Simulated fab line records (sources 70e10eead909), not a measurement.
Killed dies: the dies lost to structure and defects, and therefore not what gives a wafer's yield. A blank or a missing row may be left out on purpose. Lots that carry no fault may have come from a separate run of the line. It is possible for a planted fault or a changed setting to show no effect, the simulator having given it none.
Matching of chambers | flow nand-harc | NHARC_A_WL_FILL_STRIP_29 on rie-diel-02 has 4 sister chambers
The step strips in O2, time 20 s. 18 wafers are shown with their chamber, then 9 later ones without.

== EACH WAFER AND ITS CHAMBER ==
wafer  | chamber | rf-vpp-V (V) | oes-product-au (a.u.) | throttle-valve-pct (%)
L074.1 | 0       | 57.8         | 0.998                 | 17.039
L074.2 | 1       | 58.2         | 1.022                 | 17.036
L074.6 | 3       | 58.1         | 1.011                 | 17.048
L077.2 | 0       | 58.0         | 0.985                 | 17.053
L077.4 | 2       | 56.4         | 1.012                 | 17.043
L077.5 | 0       | 58.2         | 0.992                 | 17.043
L078.1 | 0       | 57.8         | 1.003                 | 17.055
L078.2 | 3       | 58.1         | 1.016                 | 17.038
L078.6 | 1       | 57.1         | 1.028                 | 17.049
L082.3 | 2       | 56.4         | 1.010                 | 17.045
L082.4 | 3       | 57.9         | 0.992                 | 17.015
L082.5 | 3       | 58.6         | 0.992                 | 17.040
L083.3 | 0       | 57.5         | 0.994                 | 17.031
L083.4 | 1       | 57.5         | 1.011                 | 17.024
L083.6 | 1       | 57.8         | 0.998                 | 17.025
L089.2 | 0       | 59.2         | 0.975                 | 17.044
L089.4 | 1       | 57.3         | 1.014                 | 17.042
L089.5 | 3       | 56.9         | 0.997                 | 17.031

SIGNATURES, as means of the wafers listed above
reading            | chamber 0 | chamber 1 | chamber 2 | chamber 3 | scatter within a chamber
rf-vpp-V           | 58.083    | 57.580    | 56.400    | 57.920    | 0.54
oes-product-au     | 0.99117   | 1.01460   | 1.01100   | 1.00160   | 0.0104
throttle-valve-pct | 17.04417  | 17.03520  | 17.04400  | 17.03440  | 0.0103
Rule: for each reading, subtract the chamber's mean from the wafer's reading, divide by that reading's scatter and square the result; add these up over the readings and take the root, which gives the wafer's distance from the chamber. The wafer belongs to the nearest chamber; if the next one is less than 2 further off, it can't be placed. The scatter: take each reading less its chamber's mean, square it, sum over the shown wafers, divide by the number of wafers less the number of chambers, and take the root.

== WAFERS WITH NO CHAMBER GIVEN ==
wafer  | rf-vpp-V (V) | oes-product-au (a.u.) | throttle-valve-pct (%)
L088.2 | 58.7         | 1.010                 | 17.035
L088.5 | 58.1         | 0.988                 | 17.027
L088.6 | 57.8         | 1.004                 | 17.034
L094.1 | 57.5         | 1.001                 | 17.035
L094.2 | 59.2         | 0.977                 | 17.037
L094.3 | 58.4         | 1.005                 | 17.025
L097.1 | 58.9         | 1.002                 | 17.023
L097.3 | 58.2         | 1.016                 | 17.023
L097.5 | 58.3         | 1.007                 | 17.048

== CHAMBER TAKEN BY EACH ==
wafer  | from the rows above               | in truth
L088.2 | can't be placed: 3 or 1 or 0      | 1
L088.5 | can't be placed: 3 or 0 or 1      | 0
L088.6 | can't be placed: 3 or 1 or 0      | 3
L094.1 | can't be placed: 3 or 1 or 0 or 2 | 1
L094.2 | can't be placed: 0 or 3           | 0
L094.3 | can't be placed: 3 or 1 or 0      | 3
L097.1 | can't be placed: 3 or 0 or 1      | 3
L097.3 | can't be placed: 1 or 3 or 0      | 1
L097.5 | can't be placed: 3 or 0 or 1 or 2 | 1
Placed correctly: 0 of 9. From these rows, 9 cannot be placed; in 9 the true chamber is one of the candidates. Wrongly placed: 0.
